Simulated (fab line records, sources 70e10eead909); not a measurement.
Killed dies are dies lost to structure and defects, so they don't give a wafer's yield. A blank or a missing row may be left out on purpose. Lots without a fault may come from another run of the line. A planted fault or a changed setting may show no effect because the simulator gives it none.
A struck lot beside a sound one | flow nand_harc | 24 steps out of a route of 1302
Sound: wafers L479.3, L479.4, L479.6. Struck: wafers L489.2, L489.4, L489.5. The cause comes at the end.
At each step with rows: each side's tool, then ch and its chambers, then its first start. Under that, the readings that differ: sound wafers | struck wafers | difference of the means | sigmas: that difference in standard deviations of wafers without a fault.
alike: readings whose means differ by less than 2 such deviations, and words and numbers that are the same on both sides. not compared: withheld readings, readings that some wafer has no value for, bounds like >300 that may hide the same value, and numbers for which the record gives no deviation and whose values overlap.
The two part at a step that has a row with sigmas, a row that says differs or no value, or rows on one side only. Numbers that don't overlap but have no deviation are shown without sigmas and don't part them. A reading that every wafer of one side lacks parts them only if that side has two wafers or more.

NHARC_A_CHANNEL_HOLE_D2_ETCH_39: etches the open film in N2/H2, target depth 260 nm, time 325 s.
  sound on rie_diel-08 ch 0,1,3; struck on rie_diel-08 ch 1,3
  alike: drypump_motor_current_A, oes_product_au, rf_vpp_V, showerhead_plenum_p_Torr, throttle_valve_pct
  not compared: rf_hours_counter_h
then, 2 steps without rows for these wafers: NHARC_A_CHANNEL_HOLE_D2_ETCH_34 (etches the open film in CF4/CHF3, target depth 154 nm, time 77 s); NHARC_A_CHANNEL_HOLE_D2_ETCH_16 (etches the open film in O2/COS, target depth 3100 nm, time 806 s).
NHARC_A_CHANNEL_HOLE_D2_CD_MEAS_18:
  sound on cd_sem-01, day 13 11:13; struck on cd_sem-02, day 17 23:34
  alike: cd_nm
NHARC_A_CHANNEL_HOLE_D2_ETCH_19: etches the open film in C4F8/O2/Ar, time 34.5 s.
  sound on har_etch-02 ch 0,1, day 13 11:19; struck on har_etch-02 ch 0,1, day 17 23:38
  alike: drypump_motor_current_A, showerhead_plenum_p_Torr, temp_c, throttle_valve_pct
  not compared: rf_hours_counter_h
then, 3 steps without rows for these wafers: NHARC_A_CHANNEL_HOLE_D2_ETCH_20 (etches the open film in C4F8/O2/Ar, time 361.9 s, target depth 1600 nm); NHARC_A_CHANNEL_HOLE_D2_ETCH_21 (etches the open film in C4F8/O2/Ar, time 514.3 s, target depth 1600 nm); NHARC_A_CHANNEL_HOLE_D2_ETCH_22 (etches the open film in C4F8/O2/Ar, time 666.7 s, target depth 1600 nm).
NHARC_A_CHANNEL_HOLE_D2_ETCH_23: etches the open film in C4F8/O2/Ar, time 819 s, target depth 1600 nm.
  sound on har_etch-02 ch 0,1, day 13 12:56; struck on har_etch-02 ch 0,1, day 18 01:04
  alike: drypump_motor_current_A, showerhead_plenum_p_Torr, temp_c, throttle_valve_pct
  not compared: rf_hours_counter_h
NHARC_A_CHANNEL_HOLE_D2_ETCH_24: etches the open film in C4F8/O2/Ar, time 906.2 s, target depth 1500 nm.
  sound on har_etch-02 ch 0,1, day 13 13:39; struck on har_etch-02 ch 0,1, day 18 01:45
  alike: drypump_motor_current_A, showerhead_plenum_p_Torr, temp_c, throttle_valve_pct
  not compared: rf_hours_counter_h
then, 1 step without rows for these wafers: NHARC_A_CHANNEL_HOLE_D2_ETCH_25 (etches the open film in C4F8/O2/Ar, time 1040.2 s, target depth 1500 nm).
NHARC_A_CHANNEL_HOLE_D2_ETCH_26: etches the open film in C4F8/O2/Ar, time 224.1 s, target depth 300 nm.
  sound on har_etch-02 ch 0,1, day 13 15:07; struck on har_etch-02 ch 0,1, day 18 03:23
  alike: drypump_motor_current_A, showerhead_plenum_p_Torr, temp_c, throttle_valve_pct
  not compared: rf_hours_counter_h
NHARC_A_CHANNEL_HOLE_D2_ETCH_27: etches the open film in C4F8/O2/Ar, time 90 s, target depth 400 nm.
  sound on har_etch-02 ch 0,1, day 13 15:19; struck on har_etch-02 ch 0,1, day 18 03:35
  alike: drypump_motor_current_A, showerhead_plenum_p_Torr, temp_c, throttle_valve_pct
  not compared: rf_hours_counter_h
then, 7 steps without rows for these wafers: NHARC_A_CHANNEL_HOLE_D2_STRIP_41 (strips in N2/H2); NHARC_A_CHANNEL_HOLE_D2_STRIP_42 (strips in CF4/CHF3); NHARC_A_CHANNEL_HOLE_D2_STRIP_43 (strips in O2/COS); NHARC_A_CHANNEL_HOLE_D2_ETCH_44 (etches the open film in CF4/O2, target depth 140 nm, overetch 14 nm, time 77 s); NHARC_A_CHANNEL_HOLE_D2_STRIP_28 (strips in O2); NHARC_A_CHANNEL_HOLE_D2_PRECLEAN_29 (cleans in SC1); NHARC_A_CHANNEL_HOLE_D2_SRD_30.
NHARC_A_CHANNEL_HOLE_D2_CD_MEAS_31:
  sound on cd_sem-03, day 13 16:57; struck on cd_sem-01, day 18 05:17
  alike: cd_nm
then, 1 step without rows for these wafers: NHARC_A_CHANNEL_HOLE_D2_XSEM_32.
NHARC_A_CHANNEL_HOLE_D2_INSPECT_40:
  sound on defect_inspect-02, day 13 17:08; struck on defect_inspect-01, day 18 05:38
  reading          | sound       | struck      | difference | sigmas
  raw_defect_count | 377 465 329 | 781 830 767 | +402       | +5
  not compared: hold
-- the record jumps here: 11 days lie between the struck wafers' starts before and after (it left off in module A_CHANNEL_HOLE_D2 and takes up again in module END, whose first step shown is number 1302 of the route) --
NHARC_END_SORT_01:
  sound on prober-01 ch 0, day 24 21:11; struck on prober-02 ch 0, day 29 04:47
  reading             | sound    | struck      | difference | sigmas
  killed_at_array     | 71 65 85 | 116 118 132 | +48        | +3
  killed_at_periphery | 7 7 6    | 1 0 2       | -6         | -2
  killed_dies         | 79 72 92 | 118 119 134 | +43        | +2
  alike: killed_at_other, killed_open, killed_short

WHERE THEY PART
First at NHARC_A_CHANNEL_HOLE_D2_INSPECT_40; last, within this record, at NHARC_END_SORT_01.

WHY: what the simulator had put in
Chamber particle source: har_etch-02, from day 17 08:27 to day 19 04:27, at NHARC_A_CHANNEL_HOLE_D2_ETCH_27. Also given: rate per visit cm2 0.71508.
